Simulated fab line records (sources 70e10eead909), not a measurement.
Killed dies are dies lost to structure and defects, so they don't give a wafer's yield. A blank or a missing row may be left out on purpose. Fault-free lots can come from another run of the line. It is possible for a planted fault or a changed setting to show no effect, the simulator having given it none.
A struck lot beside a sound one ; flow nand_harc ; 14 out of 1302 route steps
Sound: wafers L359.1, L359.5, L359.6. Struck: wafers L374.1, L374.5, L374.6. The cause is named last.
Each step with rows lists, per side, the tool, then ch with its chambers, then its first start. Under that, the readings that differ: sound wafers ; struck wafers ; difference of the means ; sigmas: that difference in standard deviations of wafers without a fault.
alike: words and numbers the same on both sides, and readings whose means are apart by under 2 such deviations; not compared: readings that were withheld, readings missing a value for some wafer, numbers with overlapping values and no deviation given by the record, and bounds like >300 which may hide the same value.
Wherever a step has rows on one side only, a row that says differs or no value, or a row with sigmas, the two part there. Numbers that don't overlap but have no deviation are shown without sigmas and don't part them. A reading missing from all wafers of one side parts the sides only when that side holds two or more wafers.

NHARC_A_CHANNEL_FILL_D2_ALD_15: deposits SiNx, target thk 2 nm, pulse time 60 s, ald cycles 19.
  sound: ald_sin_batch-03 ch 0; struck: ald_sin_batch-02 ch 0
  alike: ald_cycles, chamber_pressure_Torr, precursor_pulse_height_rel
then, 3 steps without rows for these wafers: NHARC_A_CHANNEL_FILL_D2_ALD_16 (deposits SiO2, target thk 1.5 nm, pulse time 10 s, ald cycles 15); NHARC_A_CHANNEL_FILL_D2_ANNEAL_17 (time 1800 s); NHARC_A_CHANNEL_FILL_D2_CVD_18 (deposits poly-Si, target thk 3 nm).
NHARC_A_CHANNEL_FILL_D2_ETCHBACK_19: etches the open film in HBr/Cl2, target depth 5 nm, time 1.7 s.
  sound on rie_si-06 ch 1,2,3, day 15 01:08; struck on rie_si-06 ch 2,3, day 20 10:53
reading;sound;struck;difference;sigmas
rf_fwd_power_W (W);393.5 392.5 392.7;389.6 389.4 390.2;-3.2;-2
  alike: drypump_motor_current_A, oes_product_au, throttle_valve_pct
  not compared: rf_hours_counter_h
NHARC_A_CHANNEL_FILL_D2_ETCHBACK_20: etches the open film in C4F8/O2/Ar, target depth 27 nm, time 13.5 s.
  sound on rie_diel-09 ch 0,3, day 15 01:14; struck on rie_diel-09 ch 0,1, day 20 10:59
  alike: oes_product_au, rf_fwd_power_W, rf_vpp_V
  not compared: rf_hours_counter_h
NHARC_A_CHANNEL_FILL_D2_STRIP_28: strips in O2, time 20 s.
  sound on rie_diel-09 ch 0,3, day 15 01:19; struck on rie_diel-09 ch 0,2,3, day 20 11:06
  alike: drypump_motor_current_A, mfc_ar_sccm, oes_product_au, rf_vpp_V, showerhead_plenum_p_Torr, throttle_valve_pct
  not compared: rf_hours_counter_h
then, 4 steps without rows for these wafers: NHARC_A_CHANNEL_FILL_D2_PRECLEAN_21 (cleans in dHF, time 30 s); NHARC_A_CHANNEL_FILL_D2_SRD_23; NHARC_A_CHANNEL_FILL_D2_CVD_05 (deposits poly-Si, target thk 5 nm); NHARC_A_CHANNEL_FILL_D2_ANNEAL_22 (time 7200 s).
NHARC_A_CHANNEL_FILL_D2_ALD_25: deposits SiOx, target thk 60 nm, pulse time 10 s, ald cycles 600.
  sound on ald_hk-04 ch 0,1, day 15 14:56; struck on ald_hk-03 ch 1,2, day 20 22:46
reading;sound;struck;difference;sigmas
ald_cycles;600 600 600;558 558 558;-42;
  alike: heater_power_w, precursor_pulse_height_rel
NHARC_A_CHANNEL_FILL_D2_ETCHBACK_08: etches the open film in C4F8, target depth 220 nm, time 110 s.
  sound: rie_diel-09 ch 0,3; struck: rie_diel-12 ch 1,2,3
  alike: oes_product_au, rf_fwd_power_W, rf_vpp_V
  not compared: rf_hours_counter_h
-- jump in the record: it breaks off in module A_CHANNEL_FILL_D2 and resumes in module END (first step shown: number 1302 of the route), and 9 days separate the struck wafers' starts before and after --
NHARC_END_SORT_01:
  here the record holds rows for the struck wafers (prober-01 ch 0, day 30 02:18) but none for the sound ones

## WHERE THEY PART
First at NHARC_A_CHANNEL_FILL_D2_ETCHBACK_19; last, within this record, at NHARC_END_SORT_01.

WHY: the cause the simulator had injected
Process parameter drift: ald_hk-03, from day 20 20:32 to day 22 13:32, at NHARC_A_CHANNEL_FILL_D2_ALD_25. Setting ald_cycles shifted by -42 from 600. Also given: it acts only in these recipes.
